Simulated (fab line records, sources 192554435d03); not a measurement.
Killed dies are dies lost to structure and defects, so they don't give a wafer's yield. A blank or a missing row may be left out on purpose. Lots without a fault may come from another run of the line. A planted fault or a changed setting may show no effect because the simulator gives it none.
Chamber matching | flow n5_finfet | N5_FIN_CUT_ETCH_21 on rie_diel-03: 4 sister chambers
The step etches SOC in N2/H2, target depth 219 nm, overetch 43.8 nm, time 523.5 s. 16 wafers are shown with their chamber, then 8 later ones without.

WAFERS WITH THEIR CHAMBER
wafer  | chamber | drypump_motor_current_A (A) | throttle_valve_pct (%) | showerhead_plenum_p_Torr (Torr)
L076.2 | 3       | 6.6                         | 17.74                  | 2.61
L076.5 | 3       | 6.6                         | 17.74                  | 2.61
L076.6 | 2       | 5.8                         | 17.62                  | 2.57
L079.3 | 1       | 6.1                         | 18.19                  | 2.65
L079.4 | 0       | 4.9                         | 17.46                  | 2.56
L079.6 | 2       | 5.8                         | 17.63                  | 2.57
L080.3 | 2       | 5.8                         | 17.63                  | 2.57
L080.4 | 3       | 6.7                         | 17.77                  | 2.61
L080.5 | 3       | 6.7                         | 17.77                  | 2.61
L084.2 | 1       | 6.0                         | 18.20                  | 2.65
L084.4 | 2       | 5.8                         | 17.66                  | 2.57
L084.6 | 0       | 4.9                         | 17.49                  | 2.55
L087.1 | 3       | 6.7                         | 17.80                  | 2.61
L087.2 | 2       | 5.8                         | 17.65                  | 2.56
L087.3 | 0       | 4.9                         | 17.48                  | 2.55
L088.1 | 0       | 4.9                         | 17.50                  | 2.55

SIGNATURES (means of the wafers above)
reading                  | chamber 0 | chamber 1 | chamber 2 | chamber 3 | scatter within a chamber
drypump_motor_current_A  | 4.900     | 6.050     | 5.800     | 6.660     | 0.0376
throttle_valve_pct       | 17.4825   | 18.1950   | 17.6380   | 17.7640   | 0.0194
showerhead_plenum_p_Torr | 2.5525    | 2.6500    | 2.5680    | 2.6100    | 0.00359
Rule: a wafer's distance from a chamber is the root of the sum, over the readings, of the square of ((its reading less the chamber's mean) divided by the reading's scatter). The wafer belongs to the nearest chamber; if the next one is less than 2 further off, it can't be placed. The scatter: the root of (the sum of the squares of (reading less its chamber's mean) over the shown wafers, divided by (wafers less chambers)).

WAFERS WITHOUT THEIR CHAMBER
wafer  | drypump_motor_current_A (A) | throttle_valve_pct (%) | showerhead_plenum_p_Torr (Torr)
L088.4 | 5.8                         | 17.66                  | 2.56
L088.6 | 6.1                         | 18.21                  | 2.65
L089.1 | 5.8                         | 17.65                  | 2.56
L089.2 | 4.9                         | 17.50                  | 2.55
L089.3 | 6.1                         | 18.21                  | 2.65
L094.2 | 4.9                         | 17.50                  | 2.55
L094.3 | 6.6                         | 17.46                  | 2.60
L094.6 | 6.7                         | 17.47                  | 2.60

WHICH CHAMBER EACH WENT THROUGH
wafer  | from the rows above | in truth
L088.4 | 2                   | 2
L088.6 | 1                   | 1
L089.1 | 2                   | 2
L089.2 | 0                   | 0
L089.3 | 1                   | 1
L094.2 | 0                   | 0
L094.3 | 3                   | 3
L094.6 | 3                   | 3
Placed correctly: 8 of 8. Can't be placed from these rows: 0. Placed wrongly: 0.
